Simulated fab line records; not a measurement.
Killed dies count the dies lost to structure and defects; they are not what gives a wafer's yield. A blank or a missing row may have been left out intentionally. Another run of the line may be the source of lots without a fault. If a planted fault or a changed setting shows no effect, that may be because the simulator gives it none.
Split-lot trial	flow n5_finfet	21 wafers read across 7 lots, on a route 1938 steps long

## SPLIT DETAILS
At N5_BEOL_M11_COAT_05 (resist thk 90 nm), the setting spin_rpm was moved away from the recipe's 1500 rpm on 9 of the 21 wafers read, by -6.8% to +6.8%. All remaining wafers had this setting at the recipe value.

## FROM THE SPLIT TO THE READING: what the file shows between them, 5 steps
- N5_BEOL_M11_EBR_07
- N5_BEOL_M11_SOFTBAKE_06: time 60 s
- N5_BEOL_M11_EXPOSE_08: exposes mask M11
- N5_BEOL_M11_PEB_09: peb time 60 s
- N5_BEOL_M11_DEVELOP_10: develop time 30 s

## THE READING
CAR-ArF_of_BEOL_M11_COAT_05.thk_nm (the simulator's own value, which no gauge read), in nm, at N5_BEOL_M11_DESCUM_16 (chemistry O2, time 7.9 s). There is no usual value for it anywhere in the file. The 12 wafers here that ran the recipe average 83.6 nm, standard deviation 0.36 nm.

wafer	tool, chamber at the split	spin_rpm as run, rpm	against the recipe	CAR-ArF_of_BEOL_M11_COAT_05.thk_nm, nm	against lot-mates on the recipe
L077.1	litho_track-01, 0	1500	recipe	84.2	-
L077.2	litho_track-01, 0	1602	+6.8%	81	-3.2
L077.6	litho_track-01, 0	1602	+6.8%	81.2	-3.0
L078.1	litho_track-04, 0	1500	recipe	84	-
L078.2	litho_track-04, 0	1413	-5.8%	87	+3.0
L078.5	litho_track-04, 0	1413	-5.8%	86.8	+2.8
L085.1	litho_track-01, 0	1398	-6.8%	87.6	+3.4
L085.3	litho_track-01, 0	1398	-6.8%	87.4	+3.2
L085.6	litho_track-01, 0	1500	recipe	84.2	-
L086.1	litho_track-05, 0	1500	recipe	83.8	-
L086.4	litho_track-05, 0	1500	recipe	83.6	-
L086.5	litho_track-05, 0	1500	recipe	83.6	-
L087.3	litho_track-05, 0	1500	recipe	83.2	-
L087.5	litho_track-05, 0	1500	recipe	83.4	-
L087.6	litho_track-05, 0	1500	recipe	83	-
L092.3	litho_track-04, 0	1500	recipe	83.6	-
L092.4	litho_track-04, 0	1591	+6.1%	80.8	-2.9
L092.5	litho_track-04, 0	1500	recipe	83.8	-
L095.3	litho_track-04, 0	1453	-3.1%	85	+1.6
L095.4	litho_track-04, 0	1500	recipe	83.4	-
L095.5	litho_track-04, 0	1453	-3.1%	84.8	+1.4

THE FIT
A straight line over all 21 wafers: CAR-ArF_of_BEOL_M11_COAT_05.thk_nm changes by -0.48 nm for each +1% of spin_rpm; r = -0.98; the points scatter about the line by 0.42 nm.
The same after taking each lot's own level away (the mean of its wafers on the recipe; 21 wafers): -0.477 nm for each +1%; r = -1.00; scatter 0.12 nm.
On that fit, the largest move of spin_rpm shifts the reading by 3.2 nm.
The span of the lots' own levels, 83.20 to 84.20 nm, comes to 2.8 times the standard deviation stated above.
The two slopes are in agreement: the lot-to-lot level therefore moves the slope only a little.
Check: with one of the wafers moved furthest among these (+6.8%) left out of the fit, the line predicts -3.22 nm for it against its lot-mates. It came out at -3.2 nm against them.

## THE OTHER SPLITS THESE WAFERS WENT THROUGH
Before the reading, these wafers also passed through other splits. Each is held against what the fit with the lots' levels taken away leaves over:
other split on the same wafers	wafers away from the commonest value	r with CAR-ArF_of_BEOL_M11_COAT_05.thk_nm (lot level and that fit taken away)
N5_BEOL_M8_ALD_77 purge_time_s	4	+0.37
N5_BEOL_M11_COAT_59 spin_rpm	12	-0.21

## THE WHOLE CHAIN: every reading that the file lists as answering this split, in the file's order
step	what it does	reading	change (the file's fit)	r (the file's)
N5_BEOL_M11_COAT_05	resist thk 90 nm	CAR-ArF_of_BEOL_M11_COAT_05.thk_nm (the simulator's own value, which no gauge read)	-0.47 nm for each +1% of the setting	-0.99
N5_BEOL_M11_DEVELOP_10	develop time 30 s	CAR-ArF_of_BEOL_M11_COAT_05.thk_nm (the simulator's own value, which no gauge read)	-0.455 nm for each +1% of the setting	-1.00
N5_BEOL_M11_DESCUM_16	chemistry O2, time 7.9 s	CAR-ArF_of_BEOL_M11_COAT_05.thk_nm (the simulator's own value, which no gauge read)	-0.478 nm for each +1% of the setting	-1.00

## FILE'S OWN FIT
CAR-ArF_of_BEOL_M11_COAT_05.thk_nm changes by -0.478 nm for each +1% of spin_rpm, r = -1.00.
